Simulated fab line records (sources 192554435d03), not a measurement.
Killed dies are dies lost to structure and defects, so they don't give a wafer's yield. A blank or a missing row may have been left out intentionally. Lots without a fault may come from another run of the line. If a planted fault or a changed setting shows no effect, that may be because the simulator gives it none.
fab line records	flow n5-finfet
record: lots: 24	wafers: 72	last-day: 20
route steps=1938 shown BEOL_M1@767 BEOL_M2@842
lots with no fault: from the same line, run without faults
start-h: start of the lot's first displayed wafer, in hours after the record's first day	wait-h: hours since the lot's step before	" identical to the entry in the row above	L1.1+2: a single row standing in for several wafers	- no value, or no start was given	* or withheld: withheld	< > ~ a bound
route shown NAME@n: names a module that has steps shown in the file, with the first one's number in the route	usual: mean and standard deviation over wafers with no fault	same: alike in all rows	chamber/n: place in a boat	sites: the reading at each site	_std_site: standard deviation across them	_edge_site: inner sites' mean taken away from outer sites' mean	radius-mm: how far each site lies from the wafer's centre	mask NAME#n: copy n	behind: the tool/chamber that last shaped the wafer	hold: why the lot was held/for how many hours/how that ended	device: whichever transistor did not switch (one of n, p or np)	end of line: tests of these same wafers at the route's end	a step given without rows: its recipe and nothing more	killed: dies lost to structure and defects at the first sort, not the wafer's yield	map: dies across one wafer; x = killed, . = not, _ = none there
set.NAME: the run value of the setting; set.NAME@STEP: its run value at that earlier step	model.NAME: the simulator's own value behind a step, which no gauge read
route steps across a sampled set of lots; one table per step, one row per wafer
services: the hour from which a tool's chamber was out of use, counted from the record's first day as start-h (under 0 if before that day), plus the number of hours and why
== steps ==
step: N5_BEOL_M1_DESCUM_16
recipe: chemistry: O2	time-s: 7	source-power-w: 50	bias-power-w: 20	pressure-mtorr: 20	rf-frequency-hz: 2.712e+07	temp-c: 40	resist: CAR-EUV	o2-flow-sccm: 225
usual: drypump-motor-current-A: 5.6/0.46	oes-product-au: 0.76/0.083	rf-vpp-V: 243.4/1.5	showerhead-plenum-p-Torr: 2.10/0.081	throttle-valve-pct: 20.34/0.16
lot.wafer	tool	chamber	start-h	wait-h	drypump-motor-current-A	oes-product-au	rf-hours-counter-h	rf-vpp-V	showerhead-plenum-p-Torr	throttle-valve-pct
L074.2	rie-diel-05	3	125.72	0.6	5.0	0.71	206	246.6	2.16	20.37
L074.4	"	0	"	"	5.6	0.72	234	243.4	2.08	20.71
L074.6	"	0	"	"	5.6	0.72	-	242.5	2.08	20.74
L075.2	rie-diel-03	1	130.39	0.0	6.3	0.68	243	242.1	2.06	20.23
L075.4	"	3	"	"	5.2	0.87	38	245.2	2.12	20.09
L075.5	"	2	"	"	5.6	0.70	-	244.5	2.14	20.19
L076.3	rie-diel-02	2	136.89	0.0	5.5	0.75	170	244.3	2.19	20.26
L076.4	"	3	"	"	6.0	0.73	176	240.6	2.00	20.37
L076.5	"	0	"	"	5.0	0.70	-	243.0	2.16	20.22
L077.1	rie-diel-02	2	140.51	0.0	5.6	0.75	171	244.1	2.18	20.26
L077.5	"	3	"	"	6.0	0.74	-	239.9	2.00	20.38
L077.6	"	0	"	"	5.0	0.70	-	244.5	2.16	20.22
L078.1	rie-diel-03	3	143.85	0.0	5.2	0.85	42	242.4	2.12	20.10
L078.4	"	1	"	"	6.4	0.67	247	242.1	2.05	20.25
L078.5	"	2	"	"	5.6	0.69	-	245.0	2.14	20.19
L079.1	rie-diel-02	3	156.89	0.0	6.0	0.74	181	242.0	1.99	20.39
L079.2	"	0	"	"	5.0	0.69	227	244.6	2.16	20.22
L079.3	"	2	"	"	5.6	0.75	176	245.3	2.18	20.29
L080.1	rie-diel-02	2	160.60	0.5	5.5	0.75	178	245.6	2.18	20.28
L080.2	"	3	"	"	6.0	0.73	182	241.5	1.99	20.38
L080.4	"	0	"	"	5.0	0.69	-	244.9	2.16	20.24
L081.2	rie-diel-02	2	162.33	0.0	5.6	0.75	178	244.3	2.18	20.29
L081.3	"	0	"	"	5.0	0.70	229	244.1	2.16	20.21
L081.4	"	2	"	"	5.6	0.74	-	243.9	2.18	20.29
L083.1	rie-diel-03	2	177.88	0.0	5.6	0.68	235	245.0	2.13	20.21
L083.3	"	0	"	"	5.1	0.72	199	244.6	2.15	20.38
L083.5	"	3	"	"	5.2	0.84	-	243.5	2.11	20.10
L082.3	rie-diel-02	0	178.05	0.0	5.0	0.69	233	244.1	2.16	20.23
L082.5	"	2	"	"	5.6	0.75	-	244.4	2.18	20.29
L082.6	"	3	"	"	6.0	0.73	-	241.6	1.99	20.39
L084.3	rie-diel-02	0	191.96	0.2	5.0	0.68	237	245.3	2.16	20.23
L084.5	"	3	"	"	6.0	0.73	-	241.9	1.99	20.40
L084.6	"	2	"	"	5.6	0.75	-	242.6	2.18	20.30
L085.3	rie-diel-02	0	194.33	0.0	5.0	0.68	238	243.8	2.16	20.24
L085.4	"	3	"	"	6.0	0.73	192	241.3	1.99	20.40
L085.6	"	2	"	"	5.6	0.74	-	245.3	2.18	20.30
L086.2	rie-diel-05	3	198.21	0.0	4.9	0.70	224	242.8	2.15	20.40
L086.3	"	1	"	"	5.4	0.85	56	245.3	2.21	20.07
L086.5	"	1	"	"	5.4	0.85	-	245.9	2.21	20.08
L087.1	rie-diel-05	3	205.92	0.0	5.0	0.70	228	244.3	2.15	20.39
L087.2	"	2	"	"	5.6	0.65	254	243.4	1.99	20.60
L087.5	"	3	"	"	5.0	0.70	-	243.5	2.15	20.41
L088.1	rie-diel-05	0	217.58	0.0	5.6	1.00	4	243.4	2.07	20.43
L088.3	"	1	"	"	5.4	0.85	64	244.9	2.20	20.09
L088.6	"	3	"	"	5.0	0.69	-	244.7	2.15	20.40
L089.2	rie-diel-02	3	219.41	0.0	6.0	0.73	199	241.9	1.99	20.41
L089.3	"	1	"	"	6.4	0.76	137	241.6	2.02	20.58
L089.5	"	3	"	"	6.0	0.72	-	242.2	1.99	20.41
L090.4	rie-diel-05	1	223.89	0.6	5.4	0.85	-	245.1	2.20	20.09
L090.5	"	3	"	"	5.0	0.69	-	242.3	2.15	20.41
L090.6	"	0	"	"	5.6	0.98	-	242.5	2.07	20.42
L092.3	rie-diel-02	3	226.93	0.1	6.0	0.72	202	240.5	1.99	20.43
L092.4	"	2	"	"	5.6	0.74	199	245.8	2.17	20.30
L092.5	"	3	"	"	6.0	0.72	-	242.9	1.99	20.41
L091.2	rie-diel-05	3	235.51	0.0	5.0	0.69	239	243.3	2.15	20.41
L091.4	"	1	"	"	5.4	0.84	-	245.4	2.20	20.08
L091.6	"	0	"	"	5.6	0.97	-	242.0	2.07	20.44
L093.1	rie-diel-02	3	238.03	0.0	6.0	0.71	207	240.8	1.98	20.42
L093.2	"	2	"	"	5.6	0.74	205	244.4	2.17	20.32
L093.6	"	3	"	"	6.0	0.71	-	241.6	1.99	20.42
L094.1	rie-diel-02	1	240.72	0.0	6.4	0.75	143	242.5	2.01	20.59
L094.2	"	2	"	"	5.6	0.73	206	243.8	2.17	20.34
L094.6	"	2	"	"	5.6	0.73	-	245.9	2.17	20.33
L095.2	rie-diel-05	0	244.09	0.4	5.5	0.95	14	242.1	2.07	20.44
L095.3	"	2	"	"	5.6	1.00	1	245.2	2.26	20.30
L095.6	"	3	"	"	5.0	0.69	-	244.4	2.14	20.42
L096.1	rie-diel-02	1	254.46	1.5	6.5	0.76	151	241.7	2.01	20.60
L096.2	"	2	"	"	5.6	0.73	214	243.5	2.17	20.36
L096.4	"	3	"	"	6.0	0.71	-	242.7	1.98	20.43
L097.1	rie-diel-02	3	268.09	0.0	6.0	0.71	220	240.0	1.98	20.44
L097.2	"	0	"	"	5.0	0.98	3	243.9	2.15	19.79
L097.4	"	1	"	"	6.4	0.74	154	243.5	2.01	20.60
step: N5_BEOL_M1_VIA_ETCH_34
recipe: chemistry: C4F6/O2	target-depth-a: 678	mask-material: SOC	pressure-mtorr: 15	ion-energy-ev: 250	taper-deg: 4	time-s: 64.4	source-w: 350	bias-w: 170	Ar_flow_sccm: 300	C4F6_flow_sccm: 10	O2_flow_sccm: 10
usual: drypump-motor-current-A: 5.5/0.46	oes-product-au: 0.78/0.1	rf-vpp-V: 675/8.7	showerhead-plenum-p-Torr: 2.86/0.094	throttle-valve-pct: 30.57/0.25
lot.wafer	tool	chamber	start-h	wait-h	drypump-motor-current-A	oes-product-au	rf-hours-counter-h	rf-vpp-V	showerhead-plenum-p-Torr	throttle-valve-pct
L074.2	rie-diel-02	2	129.69	0.0	5.6	0.74	168	672	2.92	30.16
L074.4	"	0	"	"	5.0	0.70	219	676	2.92	30.47
L074.6	"	1	"	"	6.5	0.78	-	672	2.76	30.94
L075.2	rie-diel-02	1	133.07	0.0	6.4	0.78	113	672	2.76	30.95
L075.4	"	3	"	"	6.0	0.75	174	665	2.74	30.76
L075.5	"	0	"	"	5.0	0.70	-	674	2.92	30.44
L076.3	rie-diel-05	0	145.80	0.0	5.6	0.70	240	659	2.79	30.63
L076.4	"	2	"	"	5.6	0.66	235	680	2.70	30.61
L076.5	"	0	"	"	5.6	0.70	-	660	2.79	30.64
L077.1	rie-diel-03	2	155.76	0.0	5.6	0.68	227	677	2.90	30.33
L077.5	"	3	"	"	5.2	0.85	-	686	2.91	30.83
L077.6	"	2	"	"	5.7	0.67	-	677	2.90	30.34
L078.1	rie-diel-02	3	155.80	0.0	6.0	0.73	181	664	2.73	30.76
L078.4	"	0	"	"	5.0	0.70	-	674	2.92	30.43
L078.5	"	2	"	"	5.6	0.73	-	671	2.92	30.15
L079.1	rie-diel-03	3	160.42	0.0	5.2	0.85	48	685	2.91	30.81
L079.2	"	2	"	"	5.6	0.68	228	676	2.90	30.33
L079.3	"	0	"	"	5.1	0.74	192	682	2.92	30.62
L080.1	rie-diel-03	0	166.72	0.0	5.1	0.74	195	683	2.92	30.63
L080.2	"	3	"	"	5.2	0.85	51	687	2.91	30.83
L080.4	"	2	"	"	5.6	0.68	-	676	2.90	30.33
L081.2	rie-diel-05	3	167.19	0.0	5.0	0.69	217	685	2.93	30.67
L081.3	"	0	"	"	5.5	0.70	246	658	2.79	30.65
L081.4	"	1	"	"	5.4	0.89	44	683	3.03	30.52
L082.3	rie-diel-02	0	180.52	0.0	5.0	0.70	234	676	2.92	30.46
L082.5	"	3	"	"	6.0	0.73	-	665	2.73	30.76
L082.6	"	2	"	"	5.5	0.72	-	674	2.91	30.16
L083.1	rie-diel-05	0	180.55	0.0	5.6	0.70	250	658	2.79	30.64
L083.3	"	1	"	"	5.4	0.87	48	682	3.02	30.55
L083.5	"	1	"	"	5.4	0.88	-	682	3.02	30.55
L084.3	rie-diel-05	3	215.76	0.0	4.9	0.69	232	685	2.92	30.68
L084.5	"	0	"	"	5.6	0.98	-	659	2.78	30.49
L084.6	"	3	"	"	5.0	0.69	-	683	2.92	30.68
L085.3	rie-diel-02	3	219.03	0.0	6.0	0.72	199	666	2.73	30.77
L085.4	"	1	"	"	6.4	0.76	137	671	2.75	30.97
L085.6	"	0	"	"	5.0	0.69	-	676	2.91	30.46
L086.2	rie-diel-03	0	229.55	0.0	5.1	0.71	214	683	2.91	30.64
L086.3	"	3	"	"	5.2	0.82	71	686	2.90	30.86
L086.5	"	0	"	"	5.1	0.72	-	682	2.91	30.64
L087.1	rie-diel-05	3	235.90	0.0	5.0	0.68	239	683	2.92	30.68
L087.2	"	1	"	"	5.4	0.85	71	683	3.01	30.58
L087.5	"	0	"	"	5.6	0.95	-	658	2.78	30.49
L088.1	rie-diel-03	3	239.71	0.0	5.2	0.80	75	684	2.90	30.86
L088.3	"	1	"	"	6.4	0.92	15	665	2.79	30.32
L088.6	"	1	"	"	6.4	0.93	-	665	2.79	30.34
L089.2	rie-diel-05	0	239.72	0.0	5.5	0.95	12	657	2.78	30.50
L089.3	"	3	"	"	4.9	0.68	241	682	2.92	30.70
L089.5	"	1	"	"	5.5	0.85	-	684	3.01	30.56
L090.4	rie-diel-02	3	244.83	0.0	6.0	0.71	-	664	2.72	30.79
L090.5	"	1	"	"	6.4	0.75	-	672	2.75	30.98
L090.6	"	2	"	"	5.5	0.72	-	673	2.90	30.18
L092.3	rie-diel-02	1	248.65	0.0	6.4	0.76	147	670	2.74	30.98
L092.4	"	1	"	"	6.4	0.76	-	671	2.74	30.99
L092.5	"	2	"	"	5.6	0.71	-	672	2.90	30.18
L091.2	rie-diel-03	0	256.23	0.0	5.1	0.71	219	683	2.91	30.64
L091.4	"	1	"	"	6.3	0.92	15	665	2.79	30.30
L091.6	"	3	"	"	5.1	0.81	-	685	2.90	30.85
L095.2	rie-diel-02	3	256.71	0.0	6.0	0.70	217	664	2.72	30.80
L095.3	"	2	"	"	5.6	0.70	215	671	2.90	30.18
L095.6	"	0	"	"	5.1	1.01	-	675	2.91	29.94
L093.1	rie-diel-05	1	261.51	0.0	5.4	0.84	80	681	3.01	30.57
L093.2	"	2	"	"	5.6	0.97	8	677	3.03	30.65
L093.6	"	1	"	"	5.5	0.84	-	682	3.01	30.60
L094.1	rie-diel-03	0	264.16	0.0	5.1	0.71	221	682	2.91	30.65
L094.2	"	3	"	"	5.2	0.81	78	685	2.90	30.86
L094.6	"	2	"	"	5.6	0.97	-	675	2.89	30.21
L096.1	rie-diel-05	3	264.36	0.0	5.0	0.68	249	684	2.91	30.69
L096.2	"	1	"	"	5.4	0.83	81	684	3.01	30.57
L096.4	"	2	"	"	5.6	0.98	8	677	3.03	30.65
L097.1	rie-diel-02	1	272.36	0.0	6.4	0.73	155	671	2.74	30.98
L097.2	"	2	"	"	5.6	0.70	218	671	2.90	30.20
L097.4	"	0	"	"	5.0	0.99	4	676	2.91	29.95
step: N5_BEOL_M1_ANNEAL_80
recipe: temp-c: 400	time-s: 240	ambient: vacuum
usual: heater-power-w: 854/80
lot.wafer	tool	chamber	start-h	wait-h	heater-power-w
L074.2	pvd-sputter-02	-	131.51	0.0	896
L074.4	"	-	"	"	805
L074.6	"	-	"	"	852
L075.2	pvd-sputter-03	-	134.68	0.0	793
L075.4	"	-	"	"	992
L075.5	"	-	"	"	812
L076.3	pvd-sputter-03	-	147.86	0.0	800
L076.4	"	-	"	"	1001
L076.5	"	-	"	"	820
L077.1	pvd-sputter-02	-	157.66	0.0	832
L077.5	"	-	"	"	885
L077.6	"	-	"	"	848
L078.1	pvd-sputter-03	-	159.35	0.0	986
L078.4	"	-	"	"	732
L078.5	"	-	"	"	815
L079.1	pvd-sputter-03	-	162.49	0.0	1012
L079.2	"	-	"	"	804
L079.3	"	-	"	"	725
L080.1	pvd-sputter-02	-	168.77	0.0	788
L080.2	"	-	"	"	860
L080.4	"	-	"	"	955
L081.2	pvd-sputter-03	-	170.91	0.0	736
L081.3	"	-	"	"	1008
L081.4	"	-	"	"	751
L082.3	pvd-sputter-03	-	182.24	0.0	723
L082.5	"	-	"	"	733
L082.6	"	-	"	"	824
L083.1	pvd-sputter-02	-	183.24	0.0	885
L083.3	"	-	"	"	839
L083.5	"	-	"	"	798
L084.3	pvd-sputter-02	-	217.16	0.0	788
L084.5	"	-	"	"	941
L084.6	"	-	"	"	797
L085.3	pvd-sputter-02	-	220.65	0.0	793
L085.4	"	-	"	"	906
L085.6	"	-	"	"	833
L086.2	pvd-sputter-02	-	230.92	0.0	948
L086.3	"	-	"	"	810
L086.5	"	-	"	"	778
L087.1	pvd-sputter-02	-	237.62	0.0	816
L087.2	"	-	"	"	804
L087.5	"	-	"	"	790
L088.1	pvd-sputter-01	-	241.55	0.0	817
L088.3	"	-	"	"	860
L088.6	"	-	"	"	793
L089.2	pvd-sputter-03	-	243.26	0.0	787
L089.3	"	-	"	"	792
L089.5	"	-	"	"	742
L090.4	pvd-sputter-03	-	246.75	0.0	815
L090.5	"	-	"	"	806
L090.6	"	-	"	"	1020
L092.3	pvd-sputter-02	-	251.66	0.0	954
L092.4	"	-	"	"	888
L092.5	"	-	"	"	942
L091.2	pvd-sputter-01	-	258.24	0.0	837
L091.4	"	-	"	"	735
L091.6	"	-	"	"	714
L095.2	pvd-sputter-01	-	260.18	0.0	874
L095.3	"	-	"	"	857
L095.6	"	-	"	"	830
L093.1	pvd-sputter-02	-	262.88	0.0	829
L093.2	"	-	"	"	885
L093.6	"	-	"	"	784
L094.1	pvd-sputter-02	-	265.59	0.0	814
L094.2	"	-	"	"	908
L094.6	"	-	"	"	940
L096.1	pvd-sputter-02	-	267.47	0.0	891
L096.2	"	-	"	"	800
L096.4	"	-	"	"	931
L097.1	pvd-sputter-02	-	274.16	0.0	957
L097.2	"	-	"	"	816
L097.4	"	-	"	"	824
step: N5_BEOL_M2_THK_MEAS_01
recipe: reads: SiOC_of_BEOL_M2_ILD_DEP_00
usual: M2_ILD_THK: 78.9/0.96
lot.wafer	tool	chamber	start-h	wait-h	M2_ILD_THK[nm]
L074.2	film-metro-01	-	134.22	0.1	78.2
L074.4	"	-	"	"	79.0
L074.6	"	-	"	"	80.1
L075.2	film-metro-02	-	138.24	0.1	78.6
L075.4	"	-	"	"	79.2
L075.5	"	-	"	"	80.0
L076.3	film-metro-02	-	150.53	0.1	79.5
L076.4	"	-	"	"	80.2
L076.5	"	-	"	"	79.0
L077.1	film-metro-01	-	160.34	0.0	78.5
L077.5	"	-	"	"	79.9
L077.6	"	-	"	"	79.3
L078.1	film-metro-01	-	162.18	0.1	78.2
L078.4	"	-	"	"	79.0
L078.5	"	-	"	"	79.1
L079.1	film-metro-01	-	165.16	0.1	79.0
L079.2	"	-	"	"	79.0
L079.3	"	-	"	"	79.8
L080.1	film-metro-02	-	171.46	0.1	77.9
L080.2	"	-	"	"	78.3
L080.4	"	-	"	"	79.5
L081.2	film-metro-01	-	173.57	0.1	78.8
L081.3	"	-	"	"	79.7
L081.4	"	-	"	"	80.0
L082.3	film-metro-02	-	184.99	0.1	79.1
L082.5	"	-	"	"	79.6
L082.6	"	-	"	"	79.7
L083.1	film-metro-02	-	185.91	0.1	78.2
L083.3	"	-	"	"	79.7
L083.5	"	-	"	"	79.0
L084.3	film-metro-01	-	219.83	0.1	79.0
L084.5	"	-	"	"	80.6
L084.6	"	-	"	"	80.2
L085.3	film-metro-02	-	223.31	0.1	78.3
L085.4	"	-	"	"	79.3
L085.6	"	-	"	"	79.5
L086.2	film-metro-02	-	233.57	0.1	77.7
L086.3	"	-	"	"	79.3
L086.5	"	-	"	"	78.8
L087.1	film-metro-01	-	240.40	0.0	77.9
L087.2	"	-	"	"	77.8
L087.5	"	-	"	"	79.7
L088.1	film-metro-02	-	244.21	0.0	77.8
L088.3	"	-	"	"	79.2
L088.6	"	-	"	"	79.7
L089.2	film-metro-01	-	245.90	0.1	77.9
L089.3	"	-	"	"	77.5
L089.5	"	-	"	"	78.8
L090.4	film-metro-01	-	249.40	0.0	79.3
L090.5	"	-	"	"	80.5
L090.6	"	-	"	"	79.8
L092.3	film-metro-01	-	255.23	0.1	76.7
L092.4	"	-	"	"	79.0
L092.5	"	-	"	"	78.7
L091.2	film-metro-01	-	260.87	0.1	78.9
L091.4	"	-	"	"	79.6
L091.6	"	-	"	"	79.1
L093.1	film-metro-01	-	265.79	0.0	78.3
L093.2	"	-	"	"	78.7
L093.6	"	-	"	"	79.8
L094.1	film-metro-02	-	268.25	0.1	78.6
L094.2	"	-	"	"	78.0
L094.6	"	-	"	"	78.5
L096.1	film-metro-02	-	270.13	0.0	78.9
L096.2	"	-	"	"	78.5
L096.4	"	-	"	"	79.5
L095.2	film-metro-02	-	273.62	0.1	79.2
L095.3	"	-	"	"	77.1
L095.6	"	-	"	"	78.5
L097.1	film-metro-01	-	276.80	0.0	79.1
L097.2	"	-	"	"	79.3
L097.4	"	-	"	"	81.0
step: N5_BEOL_M2_PECVD_72
recipe: material: SiO2	target-thk-a: 160	temp-c: 400	precursor: TEOS/O2	pressure-torr: 5.5	rf-w: 450	teos-flow-sccm: 53.8	gas: O2	flow-sccm: 3000	time-s: 18
usual: heater-power-w: 770/87	showerhead-plenum-p-Torr: 8.76/0.061	throttle-valve-pct: 22.7/1.3
lot.wafer	tool	chamber	start-h	wait-h	heater-power-w	showerhead-plenum-p-Torr	throttle-valve-pct
L074.2	pecvd-04	2	134.25	0.0	967	8.70	22.4
L074.4	"	0	"	"	669	8.75	22.5
L074.6	"	2	"	"	981	8.71	22.1
L075.2	pecvd-01	1	138.28	0.0	674	8.74	22.7
L075.4	"	0	"	"	903	8.71	23.5
L075.5	"	1	"	"	680	8.73	23.0
L076.3	pecvd-02	0	150.57	0.0	785	8.86	23.7
L076.4	"	1	"	"	679	8.74	22.3
L076.5	"	0	"	"	802	8.88	24.0
L077.1	pecvd-01	1	160.38	0.0	745	8.74	23.0
L077.5	"	1	"	"	773	8.73	22.9
L077.6	"	2	"	"	841	8.85	20.9
L078.1	pecvd-02	2	162.22	0.0	729	8.73	20.4
L078.4	"	0	"	"	887	8.87	23.8
L078.5	"	1	"	"	673	8.75	22.6
L079.1	pecvd-01	1	165.20	0.0	772	8.75	22.9
L079.2	"	0	"	"	751	8.70	23.4
L079.3	"	2	"	"	821	8.83	20.7
L080.1	pecvd-04	0	171.50	0.0	724	8.78	22.6
L080.2	"	1	"	"	741	8.76	25.3
L080.4	"	1	"	"	753	8.76	25.1
L081.2	pecvd-01	2	173.60	0.0	840	8.81	20.9
L081.3	"	0	"	"	837	8.71	23.4
L081.4	"	0	"	"	860	8.71	23.5
L082.3	pecvd-01	1	185.03	0.0	704	8.74	23.0
L082.5	"	1	"	"	727	8.76	22.8
L082.6	"	0	"	"	842	8.70	23.5
L083.1	pecvd-01	1	185.95	0.0	751	8.74	23.1
L083.3	"	0	"	"	764	8.70	23.2
L083.5	"	1	"	"	752	8.74	23.0
L084.3	pecvd-02	0	219.88	0.1	870	8.86	23.8
L084.5	"	1	"	"	717	8.76	22.6
L084.6	"	0	"	"	851	8.87	24.3
L085.3	pecvd-02	0	223.37	0.1	713	8.88	23.7
L085.4	"	1	"	"	681	8.78	22.6
L085.6	"	1	"	"	684	8.75	22.8
L086.2	pecvd-04	0	233.61	0.0	644	8.78	22.7
L086.3	"	1	"	"	664	8.74	25.1
L086.5	"	0	"	"	646	8.76	22.7
L087.1	pecvd-02	1	240.44	0.0	696	8.76	22.7
L087.2	"	2	"	"	827	8.75	20.6
L087.5	"	0	"	"	769	8.88	23.9
L088.1	pecvd-02	2	244.25	0.0	807	8.72	20.8
L088.3	"	1	"	"	704	8.77	22.8
L088.6	"	2	"	"	838	8.72	20.5
L089.2	pecvd-02	2	245.93	0.0	740	8.70	20.8
L089.3	"	0	"	"	774	8.88	23.8
L089.5	"	1	"	"	591	8.75	22.3
L090.4	pecvd-02	1	249.46	0.1	696	8.78	22.5
L090.5	"	0	"	"	762	8.85	24.0
L090.6	"	2	"	"	692	8.72	20.9
L092.3	pecvd-01	0	255.27	0.0	799	8.71	23.4
L092.4	"	1	"	"	736	8.77	23.1
L092.5	"	0	"	"	783	8.70	23.4
L091.2	pecvd-04	1	260.91	0.0	686	8.76	24.9
L091.4	"	0	"	"	652	8.76	22.9
L091.6	"	2	"	"	951	8.67	21.3
L093.1	pecvd-01	0	265.82	0.0	787	8.71	23.4
L093.2	"	2	"	"	802	8.84	20.9
L093.6	"	0	"	"	784	8.69	23.5
L094.1	pecvd-04	0	268.28	0.0	712	8.77	22.6
L094.2	"	1	"	"	646	8.77	24.9
L094.6	"	0	"	"	731	8.78	22.7
L096.1	pecvd-02	0	270.16	0.0	839	8.88	24.1
L096.2	"	1	"	"	670	8.77	22.8
L096.4	"	2	"	"	740	8.75	20.6
L095.2	pecvd-04	2	273.65	0.0	1019	8.67	21.6
L095.3	"	0	"	"	717	8.78	22.9
L095.6	"	0	"	"	722	8.76	22.7
L097.1	pecvd-01	2	276.84	0.0	815	8.85	21.4
L097.2	"	1	"	"	789	8.74	22.9
L097.4	"	0	"	"	751	8.69	23.3
step: N5_BEOL_M2_ALD_98
recipe: material: SiO2	target-thk-a: 25	temp-c: 100	ald-precursor-family: BDEAS	ald-co-reactant: O2-plasma	pulse-time-s: 1	co-reactant-pulse-time-s: 1	purge-time-s: 2	co-reactant-purge-time-s: 2	ald-cycles: 17	pressure-torr: 2
usual: heater-power-w: 76/3.9	precursor-pulse-height-rel: 1.001/0.02
lot.wafer	tool	chamber	start-h	wait-h	heater-power-w	precursor-pulse-height-rel
L074.2	ald-sin-02	3	137.98	0.1	80	1.022
L074.4	"	0	"	"	70	0.994
L074.6	"	0	"	"	68	0.985
L075.2	ald-sin-02	2	141.51	0.1	78	0.987
L075.4	"	0	"	"	69	0.969
L075.5	"	0	"	"	70	0.994
L076.3	ald-sin-01	2	153.81	0.1	78	1.035
L076.4	"	0	"	"	73	1.004
L076.5	"	2	"	"	76	0.996
L077.1	ald-sin-01	2	163.27	0.8	77	0.995
L077.5	"	2	"	"	78	1.011
L077.6	"	3	"	"	75	1.019
L078.1	ald-sin-04	3	166.08	0.8	73	1.008
L078.4	"	0	"	"	83	0.993
L078.5	"	2	"	"	87	1.008
L079.1	ald-sin-04	0	169.04	0.1	82	1.006
L079.2	"	3	"	"	73	1.024
L079.3	"	1	"	"	69	1.044
L080.1	ald-sin-02	2	173.78	0.1	78	1.038
L080.2	"	0	"	"	72	0.957
L080.4	"	3	"	"	78	0.996
L081.2	ald-sin-02	0	178.65	0.1	69	0.958
L081.3	"	3	"	"	74	1.003
L081.4	"	1	"	"	73	1.010
L082.3	ald-sin-01	1	187.42	0.5	84	1.029
L082.5	"	0	"	"	74	1.017
L082.6	"	1	"	"	80	1.002
L083.1	ald-sin-02	1	189.54	0.1	73	1.002
L083.3	"	2	"	"	78	0.986
L083.5	"	3	"	"	76	1.036
L084.3	ald-sin-01	2	222.07	0.2	76	0.970
L084.5	"	0	"	"	72	0.999
L084.6	"	1	"	"	84	1.005
L085.3	ald-sin-01	2	224.97	0.1	80	0.973
L085.4	"	3	"	"	77	0.997
L085.6	"	0	"	"	73	1.018
L086.2	ald-sin-02	3	236.13	0.1	75	0.991
L086.3	"	2	"	"	77	0.987
L086.5	"	2	"	"	76	1.012
L087.1	ald-sin-01	3	242.53	0.1	77	1.001
L087.2	"	2	"	"	77	0.975
L087.5	"	2	"	"	76	0.992
L088.1	ald-sin-04	1	247.07	0.1	71	0.981
L088.3	"	0	"	"	83	1.044
L088.6	"	0	"	"	83	1.002
L089.2	ald-sin-01	0	248.29	0.3	75	1.013
L089.3	"	3	"	"	77	0.998
L089.5	"	0	"	"	74	1.030
L090.4	ald-sin-01	0	251.55	0.1	74	0.973
L090.5	"	1	"	"	80	1.023
L090.6	"	2	"	"	78	0.972
L092.3	ald-sin-02	0	258.74	0.3	70	1.030
L092.4	"	3	"	"	79	1.017
L092.5	"	0	"	"	71	0.995
L091.2	ald-sin-01	2	263.31	0.1	77	0.958
L091.4	"	0	"	"	75	0.982
L091.6	"	3	"	"	77	0.996
L093.1	ald-sin-02	1	269.13	0.1	73	1.032
L093.2	"	0	"	"	71	0.976
L093.6	"	1	"	"	73	1.012
L094.1	ald-sin-02	3	270.68	0.3	77	0.985
L094.2	"	2	"	"	75	0.990
L094.6	"	0	"	"	71	0.977
L096.1	ald-sin-02	1	272.35	0.4	72	1.022
L096.2	"	0	"	"	71	1.001
L096.4	"	2	"	"	79	1.009
L095.2	ald-sin-02	1	276.79	0.7	74	0.981
L095.3	"	3	"	"	78	0.995
L095.6	"	1	"	"	72	1.011
L097.1	ald-sin-02	0	278.99	0.5	70	1.019
L097.2	"	1	"	"	73	0.981
L097.4	"	3	"	"	76	0.965
== services ==
tool	chamber	start-h	hours	kind
rie-diel-03	-	107.77	2.8	pm
rie-diel-02	1	125.47	2.9	repair
pvd-sputter-01	-	133.60	1.9	repair
pvd-sputter-01	-	143.27	4.6	repair
rie-diel-05	-	154.02	2.8	pm
rie-diel-02	1	154.53	9.8	repair
ald-sin-02	-	157.48	6.1	pm
pecvd-01	-	160.83	0.8	repair
pecvd-02	2	163.09	76.1	repair
ald-sin-04	2	168.95	1.8	repair
rie-diel-05	3	171.94	12.6	repair
ald-sin-01	0	190.28	2.5	repair
rie-diel-03	0	202.03	2.2	repair
pecvd-01	-	203.81	0.8	pm
ald-sin-02	1	214.48	2.8	repair
pecvd-01	-	218.69	0.9	repair
ald-sin-02	0	225.36	14.4	repair
rie-diel-02	1	229.90	7.5	repair
rie-diel-02	0	237.40	-	clean
rie-diel-02	0	237.40	-	consumable-replace:focus-ring
ald-sin-01	-	268.25	14.0	pm
rie-diel-05	1	270.40	3.0	repair
rie-diel-02	0	274.42	7.1	repair
ald-sin-02	2	275.39	3.6	repair
== key ==
fault none
